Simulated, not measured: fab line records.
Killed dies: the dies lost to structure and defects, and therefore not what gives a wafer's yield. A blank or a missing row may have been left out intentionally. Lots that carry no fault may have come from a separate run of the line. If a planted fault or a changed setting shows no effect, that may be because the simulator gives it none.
A struck lot beside a sound one :: flow n5 finfet :: 27 steps out of a route of 1938
Sound: these wafers, L756.3, L756.4, L756.5. Struck: wafers L746.1, L746.3, L746.5. The cause comes at the end.
Per side, at each step with rows, come the tool, then ch with its chambers, and then its first start. Under that, the readings that differ: sound wafers :: struck wafers :: difference of the means :: sigmas: that difference in standard deviations of wafers without a fault.
alike: readings with means less than 2 such deviations apart, plus words and numbers identical on both sides. not compared: withheld readings, readings lacking a value on some wafer, bounds such as >300 that could conceal the same value, and numbers that have no deviation in the record and whose values overlap.
The two part at a step that has a row with sigmas, a row that says differs or no value, or rows on one side only. Numbers that don't overlap but have no deviation are shown without sigmas and don't part them. Lack of a reading on every wafer of one side parts them only where that side has two or more wafers.

first, 8 steps without rows for these wafers: N5_BEOL_M1_CMP_52 (polishes, stops on SiOC, t overpolish 6.8 s, target thk 40 nm); N5_BEOL_M1_PRE_CLEAN_60 (time 15 s); N5_BEOL_M1_CO_CAP_55 (material Co, precursor CCTBA/H2, target thk 2 nm, time 102.1 s); N5_BEOL_M1_PRE_CLEAN_56 (time 15 s); N5_BEOL_M1_DEP_57 (deposits SiCN from 3MS/NH3, target thk 8 nm, time 14 s); N5_BEOL_M2_ILD_DEP_00 (deposits SiOC from DEMS/O2, target thk 79 nm, time 15.3 s); N5_BEOL_M2_PECVD_72 (deposits SiO2 from TEOS/O2, target thk 16 nm, time 18 s); N5_BEOL_M2_HM_DEP_02 (deposits TiN, target thk 20 nm).
N5_BEOL_M2_COAT_61: time 60 s, resist thk 60 nm.
  sound on litho track-01 ch 0, day 12 02:17; struck on litho track-02 ch 0, day 9 13:44
reading: spin speed rpm (rpm)
sound: 1499.7 1500.8 1500.6
struck: 1416.7 1417.6 1416.6
difference: -83.4
sigmas: -83

reading: model.SOC_of_BEOL_M2_COAT_61.thk nm (nm)
sound: 60.4 60 60.2
struck: 61.8 62 61.8
difference: +1.7
sigmas: 
then, 11 steps without rows for these wafers: N5_BEOL_M2_COAT_62 (time 60 s, resist thk 12 nm); N5_BEOL_M2_COAT_73 (time 60 s, resist thk 5 nm); N5_BEOL_M2_COAT_05 (resist thk 30 nm); N5_BEOL_M2_EBR_07; N5_BEOL_M2_SOFTBAKE_06 (time 60 s); N5_BEOL_M2_EXPOSE_08 (exposes mask M2); N5_BEOL_M2_PEB_09 (peb time 60 s); N5_BEOL_M2_DEVELOP_10 (develop time 30 s); N5_BEOL_M2_DESCUM_16 (chemistry O2, time 7 s); N5_BEOL_M2_ETCH_74 (etches underlayer in N2/H2, target depth 6.5 nm, time 5.2 s); N5_BEOL_M2_ETCH_63 (etches SiARC in CF4, target depth 15.6 nm, time 26 s).
N5_BEOL_M2_ETCH_64: etches SOC in N2/H2, target depth 75 nm, overetch 22.5 nm, time 121.9 s.
  sound on rie diel-01 ch 1,2,3, day 12 02:56; struck on rie diel-01 ch 1,2,3, day 9 14:19
reading: model.etch.depth nm (nm)
sound: 60.34 60.09 60.17
struck: 61.85 61.97 61.77
difference: +1.66
sigmas: 
  alike: drypump motor current A, oes product au, rf vpp V, showerhead plenum p Torr, throttle valve pct
  not compared: rf hours counter h
then, 3 steps without rows for these wafers: N5_BEOL_M2_STRIP_65 (strips in N2/H2); N5_BEOL_M2_STRIP_75 (strips in N2/H2); N5_BEOL_M2_STRIP_66 (strips in CF4).
N5_BEOL_M2_HM_OPEN_17: chemistry Cl2/BCl3, target TiN, target depth 20 nm, overetch 6 nm.
  sound on rie metal-03 ch 0,1, day 12 03:08; struck on rie metal-01 ch 0, day 9 14:30
reading: model.SOC_of_BEOL_M2_COAT_61.thk nm (nm)
sound: 52.4 52.2 52.4
struck: 54 54.2 53.8
difference: +2
sigmas: 
  alike: drypump motor current A, oes product au, throttle valve pct
  not compared: rf hours counter h
then, 1 step without rows for these wafers: N5_BEOL_M2_STRIP_19 (strips in O2).
N5_BEOL_M4_RC_MEAS_101:
  sound on prober-02 ch 0, day 13 10:29; struck on prober-02 ch 0, day 10 15:01
  alike: DIBL_N, DIBL_P, IOFF_N, IOFF_P, ION_N, ION_P, SS_N, SS_P, VT_N, VT_P

## WHERE THEY PART
Only at N5_BEOL_M2_COAT_61, within this record. Later steps at which nothing parts them and some readings are alike: N5_BEOL_M2_ETCH_64, N5_BEOL_M2_HM_OPEN_17, N5_BEOL_M4_RC_MEAS_101.

WHY: what had been put in by the simulator
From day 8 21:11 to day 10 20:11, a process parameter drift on litho track-02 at N5_BEOL_M2_COAT_61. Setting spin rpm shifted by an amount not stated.
